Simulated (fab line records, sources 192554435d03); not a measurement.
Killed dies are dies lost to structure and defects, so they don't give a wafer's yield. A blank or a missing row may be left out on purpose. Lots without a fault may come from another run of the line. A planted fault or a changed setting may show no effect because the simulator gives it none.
A struck lot beside a sound one | flow n5_finfet | 16 steps out of a route of 1938
Sound: wafers L788.1, L788.4, L788.5. Struck: wafers L802.2, L802.3, L802.4. The cause comes at the end.
At each step with rows: each side's tool, then ch and its chambers, then its first start. Under that, the readings that differ: sound wafers | struck wafers | difference of the means | sigmas: that difference in standard deviations of wafers without a fault.
alike: readings whose means differ by less than 2 such deviations, and words and numbers that are the same on both sides. not compared: withheld readings, readings that some wafer has no value for, bounds like >300 that may hide the same value, and numbers for which the record gives no deviation and whose values overlap.
The two part at a step that has a row with sigmas, a row that says differs or no value, or rows on one side only. Numbers that don't overlap but have no deviation are shown without sigmas and don't part them. A reading that every wafer of one side lacks parts them only if that side has two wafers or more.

first, 8 steps without rows for these wafers: N5_BEOL_M15_COAT_58 (time 60 s, resist thk 89 nm); N5_BEOL_M15_COAT_04 (resist thk 800 nm); N5_BEOL_M15_EBR_06; N5_BEOL_M15_SOFTBAKE_05 (time 60 s); N5_BEOL_M15_EXPOSE_07 (exposes mask V14); N5_BEOL_M15_PEB_08 (peb time 90 s); N5_BEOL_M15_DEVELOP_09 (develop time 45 s); N5_BEOL_M15_HARDBAKE_14 (time 120 s).
N5_BEOL_M15_CD_MEAS_10: target cd 360 nm.
  sound on cd_sem-02 ch 0, day 12 20:00; struck on cd_sem-02 ch 0, day 16 14:41
  alike: cd_nm
N5_BEOL_M15_OVL_MEAS_11:
  sound on overlay-01 ch 0, day 12 20:02; struck on overlay-01 ch 0, day 16 14:43
  alike: V14_OVL
N5_BEOL_M15_INSPECT_12: inspects for defects (macro).
  sound on defect_inspect-02, day 12 20:04; struck on defect_inspect-01, day 16 14:44
  alike: raw_defect_count
N5_BEOL_M15_DESCUM_15: chemistry O2, time 7.9 s.
  sound on rie_diel-06 ch 2,3, day 12 20:06; struck on rie_diel-02 ch 1,2,3, day 16 15:17
  reading          | sound             | struck            | difference | sigmas
  bias_power_w (W) | 19.83 19.85 19.97 | 20.01 20.05 20.02 | +0.14      | +2
  alike: drypump_motor_current_A, oes_product_au, rf_vpp_V, showerhead_plenum_p_Torr, throttle_valve_pct
  not compared: rf_hours_counter_h
N5_BEOL_M15_ETCH_59: etches BARC in N2/H2, target depth 89 nm, overetch 26.7 nm, time 67.9 s.
  sound on rie_diel-06 ch 2,3, day 12 20:08; struck on rie_diel-02 ch 1,2,3, day 16 15:19
  no value came back on the struck wafers for any of 8 readings (bias_w (W), chamber_pressure_mTorr (mTorr) and others); on the sound wafers bias_w (W) reads 149.7 150.2 149.6
  reading                                    | sound         | struck          | difference | sigmas
  model.coat_of_BEOL_M15_COAT_04.thk_nm (nm) | 717.2 717 717 | 785.6 782.6 786 | +67.7      |
  not compared: rf_hours_counter_h
N5_BEOL_M15_VIA_ETCH_16: etches SiO2 in C4F8/O2/Ar, target depth 1792.2 nm.
  sound on rie_diel-06 ch 2,3, day 12 20:11; struck on rie_diel-02 ch 1,2,3, day 16 15:22
  reading                                    | sound           | struck          | difference | sigmas
  rf_vpp_V (V)                               | 2256 2256 2242  | 2185 2185 2213  | -57        | -2
  model.coat_of_BEOL_M15_COAT_04.thk_nm (nm) | 335.6 324.4 326 | 391.8 399.2 397 | +67.3      |
  alike: C4F8_flow_sccm, O2_flow_sccm, drypump_motor_current_A, oes_product_au, showerhead_plenum_p_Torr, throttle_valve_pct
N5_BEOL_M15_STRIP_63: strips in O2.
  sound on rie_diel-06 ch 2,3; struck on rie_diel-02 ch 1,2,3
  alike: drypump_motor_current_A, oes_product_au, rf_vpp_V, showerhead_plenum_p_Torr, throttle_valve_pct
  not compared: rf_hours_counter_h
N5_PASSIVATION_PROBE_49:
  the record has rows for the sound wafers here (prober-02, day 13 17:08) and none for the struck ones

WHERE THEY PART
First at N5_BEOL_M15_DESCUM_15; last, within this record, at N5_PASSIVATION_PROBE_49.

WHY: what the simulator had put in
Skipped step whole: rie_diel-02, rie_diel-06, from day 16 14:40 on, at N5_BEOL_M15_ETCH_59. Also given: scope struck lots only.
